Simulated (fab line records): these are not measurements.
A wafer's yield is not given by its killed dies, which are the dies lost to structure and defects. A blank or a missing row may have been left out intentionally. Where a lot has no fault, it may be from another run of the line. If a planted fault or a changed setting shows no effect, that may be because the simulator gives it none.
Chamber matching | flow n5_finfet | rie_diel-05 running N5_BEOL_M5_ETCH_67: 4 sister chambers
The step etches SiARC in CF4, target depth 15.6 nm, time 26 s. 7 wafers are shown with their chamber, then 9 later ones without.

## WAFERS WITH THEIR CHAMBER
wafer  | chamber | throttle_valve_pct (%) | oes_product_au (a.u.)
L077.5 | 1       | 15.93                  | 0.59
L077.6 | 3       | 16.15                  | 0.60
L080.1 | 3       | 16.14                  | 0.60
L089.1 | 2       | 15.21                  | 0.77
L093.1 | 0       | 15.88                  | 0.57
L093.4 | 1       | 15.98                  | 0.58
L093.6 | 0       | 15.87                  | 0.56

## WAFERS WHOSE CHAMBER IS MISSING
wafer  | throttle_valve_pct (%) | oes_product_au (a.u.)
L096.1 | 15.22                  | 0.75
L096.3 | 15.99                  | 0.58
L096.5 | 15.24                  | 0.75
L094.1 | 15.99                  | 0.57
L094.5 | 15.98                  | 0.58
L094.6 | 15.24                  | 0.76
L097.2 | 16.19                  | 0.58
L097.4 | 15.25                  | 0.72
L097.6 | 15.99                  | 0.57

## THE CHAMBER EACH PASSED THROUGH
wafer  | from the rows above | in truth
L096.1 | 2                   | 2
L096.3 | 1                   | 1
L096.5 | 2                   | 2
L094.1 | 1                   | 1
L094.5 | 1                   | 1
L094.6 | 2                   | 2
L097.2 | 3                   | 3
L097.4 | 2                   | 2
L097.6 | 1                   | 1
Placed correctly: 9 of 9. Left unplaced by these rows: 0. Placed wrongly: 0.
How it was worked out, from the rows above alone: a wafer's distance from a chamber is the root of the sum, over the readings, of the square of ((its reading less the chamber's mean) divided by the reading's scatter). If the next closest chamber is less than 2 further off than the closest, the wafer can't be placed; otherwise it belongs to the closest. For every chamber, the mean is computed from those of its wafers that are shown. The scatter: the root of (the sum of the squares of (reading less its chamber's mean) over the shown wafers, divided by (wafers less chambers)).
